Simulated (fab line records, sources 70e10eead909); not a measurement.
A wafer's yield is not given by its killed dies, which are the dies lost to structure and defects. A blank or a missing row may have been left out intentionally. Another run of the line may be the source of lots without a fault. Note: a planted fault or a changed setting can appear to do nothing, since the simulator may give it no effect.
fab line records | flow nand-harc | part 2 of 2: steps 5 to 6 of 6
[record] lots = 24 wafers = 72 last-day = 25
route steps=1159 shown A_CHANNEL_FILL_D1@495 A_STAIRCASE@531
lots untouched by any fault: they come from a run of this same line in which no faults occurred
start-h: start of the lot's first displayed wafer, in hours after the record's first day | wait-h: hours since the lot's step before | " as in the row above | L1.1+2: one row covering several wafers at once | - value missing, or start not given | * or withheld: withheld | < > ~ a bound
route shown NAME@n: names a module that has steps shown in the file, with the first one's number in the route | usual: mean/standard deviation taken from wafers without a fault | same: alike in all rows | chamber/n: place in a boat | sites: each site's reading | _std_site: standard deviation across them | _edge_site: the outer-site mean with the inner-site mean subtracted | radius-mm: for every site, how far away it sits from the centre of the wafer | mask NAME#n: copy n | behind: tool/chamber where the wafer was last shaped | hold: what put the lot on hold/how long, in hours/how the hold closed | device: the transistor (n, p or np) that didn't switch | end of line: at the end of the route, the tests of the same wafers | a step without rows: its recipe alone | killed: dies lost to structure and defects at the first sort, not the wafer's yield | map: shows each die of a wafer: x if killed, . if not, _ if none is there
set.NAME: the setting the step ran with; set.NAME@STEP: the setting that earlier step ran with | model.NAME: the simulator's own value behind a step, which no gauge read
a sample of lots followed through the steps of the route, with each step as a table and each wafer as a row
services: the hour from which a tool's chamber was out of use, counted from the record's first day as start-h (under 0 if before that day), plus the number of hours and why
[[steps]]
[step NHARC_A_STAIRCASE_DESCUM_11]
[recipe] time-s = 3 o2-flow-sccm = 200 ar-flow-sccm = 0 bias-power-w = 0 chemistry = O2
[usual] drypump-motor-current-A = 5.8/0.55 oes-product-au = 0.999/0.012 rf-vpp-V = 57.6/0.92 showerhead-plenum-p-Torr = 1.89/0.082 throttle-valve-pct = 11.312/0.0096
[same] time-s = 3
// columns lot.wafer tool chamber start-h wait-h drypump-motor-current-A oes-product-au rf-hours-counter-h rf-vpp-V showerhead-plenum-p-Torr throttle-valve-pct
L074.2 rie-diel-03 0 231.84 - 6.1 1.007 2 58.7 1.85 11.304
L074.1 " 1 " " 6.4 1.002 2 58.2 1.86 11.328
L074.6 " 0 " " 6.1 1.009 - 57.2 1.85 11.300
L075.2 rie-diel-04 3 244.36 - 5.6 1.025 44 56.8 1.80 11.304
L075.4 " 0 " " 6.7 1.004 45 57.7 1.95 11.318
L075.5 " 1 " " 4.7 1.000 - 57.6 1.92 11.315
L077.2 rie-diel-04 3 248.10 - 5.6 1.011 45 57.0 1.80 11.309
L077.4 " 1 " " 4.7 0.992 47 57.2 1.92 11.306
L077.6 " 2 " " 5.6 1.004 - 59.9 1.95 11.316
L076.1 rie-diel-13 0 248.57 - 5.9 0.988 50 57.9 1.91 11.308
L076.3 " 2 " " 5.1 1.010 48 58.1 2.06 11.293
L076.6 " 0 " " 5.9 0.984 - 57.7 1.91 11.309
L078.1 rie-diel-03 1 255.67 - 6.4 0.993 11 57.9 1.86 11.316
L078.2 " 2 " " 5.9 0.999 12 57.6 1.78 11.295
L078.4 " 0 " " 6.1 1.009 11 58.4 1.85 11.311
L079.3 rie-diel-13 1 263.70 - 5.8 1.002 59 59.2 1.82 11.306
L079.1 " 3 " " 6.1 0.996 49 56.8 1.78 11.305
L079.6 " 2 " " 5.1 1.016 - 57.3 2.06 11.305
L081.4 rie-diel-03 0 270.98 - 6.1 1.016 15 58.0 1.85 11.302
L081.2 " 2 " " 5.9 0.994 15 58.9 1.78 11.295
L081.5 " 3 " " 6.2 0.999 - 57.4 1.99 11.334
L080.1 rie-diel-04 1 282.84 - 4.7 0.996 59 57.6 1.91 11.301
L080.5 " 2 " " 5.6 0.997 - 56.9 1.95 11.316
L080.6 " 3 " " 5.6 1.004 - 57.5 1.80 11.316
L084.1 rie-diel-13 3 288.53 - 6.0 1.025 1 57.1 1.78 11.335
L084.2 " 0 " " 5.9 0.988 1 59.4 1.90 11.309
L084.6 " 0 " " 5.9 0.984 - 56.3 1.91 11.318
L082.1 rie-diel-03 2 289.73 - 5.9 0.992 21 56.3 1.78 11.304
L082.3 " 0 " " 6.1 1.003 23 57.2 1.85 11.306
L082.4 " 1 " " 6.4 0.997 22 56.8 1.85 11.313
L083.3 rie-diel-13 2 292.39 - 5.2 0.984 4 58.0 2.06 11.311
L083.2 " 0 " " 5.9 0.995 3 57.4 1.90 11.299
L083.4 " 1 " " 5.8 1.003 3 57.6 1.82 11.320
L085.1 rie-diel-04 2 302.05 - 5.6 0.995 1 58.3 1.94 11.314
L085.6 " 2 " " 5.6 0.992 - 58.1 1.94 11.312
L085.5 " 1 " " 4.7 1.000 - 56.8 1.91 11.313
L086.1 rie-diel-13 2 330.79 - 5.2 0.984 16 58.0 2.05 11.322
L086.2 " 0 " " 5.9 0.994 16 55.7 1.90 11.312
L086.4 " 1 " " 5.8 0.994 16 59.3 1.82 11.305
L087.4 rie-diel-13 3 331.08 - 6.1 1.031 16 57.4 1.77 11.316
L087.2 " 0 " " 5.9 0.970 16 56.9 1.90 11.298
L087.3 " 2 " " 5.2 0.978 16 58.4 2.05 11.317
L088.1 rie-diel-04 3 331.28 - 5.6 1.001 8 58.3 1.79 11.313
L088.4 " 1 " " 4.6 1.010 10 57.9 1.91 11.308
L088.3 " 2 " " 5.6 0.982 10 58.1 1.94 11.309
L089.4 rie-diel-03 3 334.98 - 6.2 0.983 35 59.0 1.99 11.325
L089.2 " 0 " " 6.1 0.986 39 57.0 1.84 11.310
L089.6 " 3 " " 6.2 0.983 - 57.7 1.98 11.303
L091.1 rie-diel-03 3 335.27 - 6.2 0.990 35 58.5 1.99 11.296
L091.3 " 1 " " 6.4 0.989 37 58.1 1.85 11.309
L091.5 " 3 " " 6.2 0.984 - 59.3 1.99 11.320
L090.1 rie-diel-04 0 335.59 - 6.7 1.002 10 57.5 1.94 11.313
L090.4 " 2 " " 5.6 0.994 12 56.8 1.94 11.303
L090.2 " 3 " " 5.6 0.998 10 56.9 1.79 11.320
L092.4 rie-diel-03 1 338.64 - 6.4 0.995 39 57.2 1.85 11.318
L092.2 " 2 " " 5.9 0.987 35 58.7 1.78 11.305
L092.5 " 1 " " 6.3 0.993 - 57.3 1.85 11.308
L093.3 rie-diel-13 0 361.70 - 5.9 0.978 24 56.5 1.90 11.323
L093.2 " 3 " " 6.1 1.040 25 56.8 1.77 11.301
L093.5 " 1 " " 5.8 1.016 - 57.0 1.82 11.287
L094.3 rie-diel-04 0 361.99 - 6.7 0.994 20 58.2 1.94 11.316
L094.1 " 2 " " 5.6 0.979 21 56.5 1.94 11.303
L094.5 " 3 " " 5.6 0.995 - 56.7 1.79 11.323
L095.1 rie-diel-04 2 369.47 - 5.6 0.987 26 58.8 1.94 11.318
L095.4 " 3 " " 5.6 0.990 24 55.8 1.79 11.312
L095.6 " 1 " " 4.7 0.995 - 57.3 1.90 11.314
L096.1 rie-diel-04 3 369.76 - 5.6 0.998 24 56.1 1.79 11.310
L096.6 " 0 " " 6.7 0.984 - 59.3 1.94 11.315
L096.5 " 1 " " 4.7 1.003 - 57.4 1.90 11.299
L097.2 rie-diel-04 3 381.94 - 5.6 1.006 29 58.3 1.79 11.324
L097.4 " 1 " " 4.7 1.000 32 56.5 1.90 11.298
L097.5 " 0 " " 6.7 0.998 - 57.5 1.94 11.310
[step NHARC_A_STAIRCASE_TRIM_22]
[recipe] time-s = 211.2 o2-flow-sccm = 500 ar-flow-sccm = 0 bias-w = 0 chemistry = O2
[usual] drypump-motor-current-A = 5.9/0.44 oes-product-au = 1.000/0.013 rf-vpp-V = 57.7/0.89 showerhead-plenum-p-Torr = 3.46/0.15 throttle-valve-pct = 17.036/0.0091
[same] time-s = 211.2
// columns lot.wafer tool chamber start-h wait-h drypump-motor-current-A oes-product-au rf-hours-counter-h rf-vpp-V showerhead-plenum-p-Torr throttle-valve-pct
L074.2 rie-diel-03 0 - - 6.1 1.021 4 56.9 3.42 17.035
L074.1 " 2 " " 5.9 1.008 5 59.8 3.31 17.040
L074.6 " 1 " " 6.3 0.994 - 58.2 3.44 17.045
L075.2 rie-diel-03 1 - - 6.4 0.990 8 56.3 3.43 17.047
L075.4 " 3 " " 6.2 0.994 8 58.5 3.67 17.047
L075.5 " 1 " " 6.4 0.989 - 56.1 3.43 17.050
L076.1 rie-diel-04 3 - - 5.6 1.020 46 57.9 3.34 17.046
L076.3 " 2 " " 5.6 1.011 47 59.7 3.59 17.034
L076.6 " 0 " " 6.7 1.000 - 58.2 3.59 17.040
L077.2 rie-diel-04 3 - - 5.6 1.015 46 57.7 3.34 17.048
L077.4 " 1 " " 4.7 1.013 48 59.4 3.54 17.043
L077.6 " 3 " " 5.6 1.014 - 57.1 3.34 17.055
L078.2 rie-diel-13 3 - - 6.1 0.984 47 57.5 3.30 17.030
L078.1 " 0 " " 6.0 0.979 53 56.9 3.52 17.063
L078.4 " 1 " " 5.8 1.000 56 57.5 3.38 17.042
L079.3 rie-diel-13 0 - - 5.9 0.979 56 57.1 3.52 17.030
L079.1 " 1 " " 5.8 0.999 60 57.0 3.37 17.039
L079.6 " 0 " " 5.9 0.982 - 59.2 3.52 17.028
L081.4 rie-diel-04 2 - - 5.6 1.004 54 58.6 3.59 17.047
L081.2 " 1 " " 4.7 0.995 55 57.2 3.53 17.026
L081.5 " 2 " " 5.6 1.017 - 58.7 3.59 17.022
L080.1 rie-diel-04 3 - - 5.6 1.000 61 58.8 3.33 17.036
L080.6 " 3 " " 5.6 0.995 - 58.0 3.33 17.034
L080.5 " 1 " " 4.7 0.994 - 56.4 3.53 17.044
L082.4 rie-diel-03 0 - - 6.1 1.009 25 57.4 3.41 17.038
L082.1 " 1 " " 6.3 0.996 23 57.3 3.43 17.042
L082.3 " 2 " " 5.9 1.001 22 56.8 3.30 17.037
L084.1 rie-diel-03 2 - - 6.0 1.010 22 55.8 3.30 17.045
L084.2 " 0 " " 6.1 1.011 25 58.8 3.41 17.039
L084.6 " 2 " " 5.9 1.005 - 56.2 3.30 17.024
L083.4 rie-diel-13 0 - - 5.9 0.981 3 57.3 3.51 17.053
L083.2 " 1 " " 5.8 1.006 3 55.3 3.37 17.028
L083.3 " 2 " " 5.2 0.980 5 57.6 3.77 17.038
L085.1 rie-diel-03 2 - - 5.9 0.992 28 57.8 3.30 17.054
L085.5 " 0 " " 6.1 1.009 - 58.1 3.41 17.040
L085.6 " 1 " " 6.3 0.996 - 56.7 3.42 17.035
L086.1 rie-diel-03 1 - - 6.4 0.999 36 57.2 3.42 17.034
L086.2 " 2 " " 5.9 0.995 32 58.0 3.29 17.045
L086.4 " 0 " " 6.1 1.002 38 56.9 3.40 17.036
L087.4 rie-diel-13 2 - - 5.1 0.977 16 57.9 3.77 17.027
L087.2 " 3 " " 6.1 1.033 17 56.6 3.29 17.033
L087.3 " 1 " " 5.8 0.995 17 58.7 3.36 17.033
L088.3 rie-diel-03 3 - - 6.2 0.995 34 57.5 3.65 17.047
L088.1 " 0 " " 6.1 1.002 38 58.0 3.40 17.045
L088.4 " 1 " " 6.4 1.010 36 58.2 3.42 17.021
L089.2 rie-diel-13 3 - - 6.1 1.032 19 57.8 3.29 17.027
L089.4 " 1 " " 5.8 0.992 18 56.8 3.36 17.049
L089.6 " 3 " " 6.1 1.023 - 58.1 3.29 17.035
L091.3 rie-diel-03 2 - - 5.9 0.996 34 56.1 3.29 17.037
L091.1 " 0 " " 6.1 1.000 40 57.9 3.40 17.039
L091.5 " 2 " " 5.9 0.993 - 56.9 3.29 17.039
L090.1 rie-diel-03 0 - - 6.1 0.994 40 58.5 3.40 17.024
L090.4 " 1 " " 6.4 0.990 39 57.0 3.42 17.033
L090.2 " 2 " " 5.9 0.986 35 57.6 3.29 17.045
L092.2 rie-diel-13 0 - - 5.9 0.987 20 58.6 3.50 17.023
L092.5 " 0 " " 6.0 0.984 - 57.5 3.50 17.049
L092.4 " 3 " " 6.1 1.035 - 57.6 3.29 17.029
L094.1 rie-diel-03 1 - - 6.4 1.010 49 58.6 3.41 17.038
L094.3 " 0 " " 6.1 0.999 50 57.0 3.40 17.042
L094.5 " 1 " " 6.3 1.004 - 57.4 3.41 17.022
L093.3 rie-diel-04 3 - - 5.6 1.000 23 56.9 3.32 17.017
L093.2 " 1 " " 4.7 0.998 27 56.3 3.51 17.021
L093.5 " 2 " " 5.6 0.999 - 57.7 3.57 17.035
L095.1 rie-diel-03 2 - - 5.9 1.000 45 58.9 3.29 17.044
L095.4 " 3 " " 6.2 1.009 46 58.7 3.65 17.042
L095.6 " 1 " " 6.4 1.008 - 56.7 3.41 17.045
L096.1 rie-diel-13 2 - - 5.2 0.977 31 58.3 3.76 17.037
L096.5 " 0 " " 5.9 0.973 - 56.7 3.50 17.023
L096.6 " 1 " " 5.8 0.999 - 56.5 3.36 17.026
L097.4 rie-diel-13 0 - - 6.0 0.983 34 57.4 3.50 17.028
L097.2 " 1 " " 5.8 0.997 30 57.6 3.36 17.031
L097.5 " 3 " " 6.1 1.024 - 57.6 3.28 17.053
[[services]]
// columns tool chamber start-h hours kind
rie-diel-03 1 175.35 6.4 repair
plasma-asher-02 - 183.08 9.0 pm
rie-diel-03 0 183.12 4.2 repair
rie-diel-13 2 209.08 8.8 repair
rie-diel-03 - 215.36 9.0 pm
rie-diel-06 0 215.89 4.2 repair
rie-diel-06 3 216.89 5.0 repair
ald-sin-batch-02 - 232.72 2.5 repair
rie-diel-06 - 241.20 9.0 pm
rie-diel-06 0 264.68 15.4 repair
plasma-asher-01 - 276.17 9.0 pm
rie-diel-13 - 276.36 9.0 pm
rie-diel-04 0 281.10 27.7 repair
rie-diel-04 3 289.98 12.9 repair
rie-diel-04 - 290.56 9.0 pm
rie-diel-05 2 294.67 13.8 repair
rie-diel-08 - 301.85 9.0 pm
plasma-asher-01 - 308.77 3.8 repair
ald-sin-batch-03 - 314.00 26.0 pm
rie-diel-05 - 340.60 9.0 pm
rie-diel-06 1 349.60 10.7 repair
plasma-asher-02 - 360.08 9.0 pm
rie-diel-05 3 366.30 29.1 repair
rie-diel-03 1 373.11 22.4 repair
